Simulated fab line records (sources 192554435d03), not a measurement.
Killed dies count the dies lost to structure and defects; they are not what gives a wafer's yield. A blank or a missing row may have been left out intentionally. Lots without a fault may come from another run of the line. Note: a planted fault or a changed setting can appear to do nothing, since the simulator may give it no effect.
Chamber matching	flow n5Finfet	4 sister chambers for N5_FIN_SAQP_HM_OPEN_33 on rieDiel-05
The step chemistry CH3F/O2, target SiNx, target depth 49.4 nm, time 70.6 s. 7 wafers are shown with their chamber, then 7 later ones without.

## WAFERS PAIRED WITH THEIR CHAMBERS
wafer	chamber	oesProductAu (a.u.)	throttleValvePct (%)
L373.1	2	0.61	16.33
L374.3	1	0.66	16.41
L380.1	0	0.63	16.51
L380.3	3	0.81	16.04
L380.6	1	0.65	16.43
L387.2	0	0.62	16.53
L387.3	2	0.59	16.39

## WAFERS WHOSE CHAMBER IS MISSING
wafer	oesProductAu (a.u.)	throttleValvePct (%)
L387.6	0.65	16.46
L388.1	0.59	16.40
L388.3	0.61	16.54
L388.5	0.59	16.37
L392.1	0.76	16.08
L392.3	0.61	16.53
L392.6	0.61	16.55

## EACH ONE'S CHAMBER
wafer	from the rows above	in truth
L387.6	can't be placed: 1 or 0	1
L388.1	2	2
L388.3	0	0
L388.5	2	2
L392.1	3	3
L392.3	0	0
L392.6	0	0
Correct placement for 6 of the 7. Not placeable from these rows: 1 (in 1, the candidates include the true chamber). Number placed wrongly: 0.
How it was worked out, from the rows above alone: a wafer's distance from a chamber is the root of the sum, over the readings, of the square of ((its reading less the chamber's mean) divided by the reading's scatter). If the next closest chamber is less than 2 further off than the closest, the wafer can't be placed; otherwise it belongs to the closest. The mean given for a chamber averages the wafers shown for that chamber. How the scatter is found: for the shown wafers, subtract from each reading the mean of its chamber, square and add these, divide the total by (wafers less chambers), then take the root.
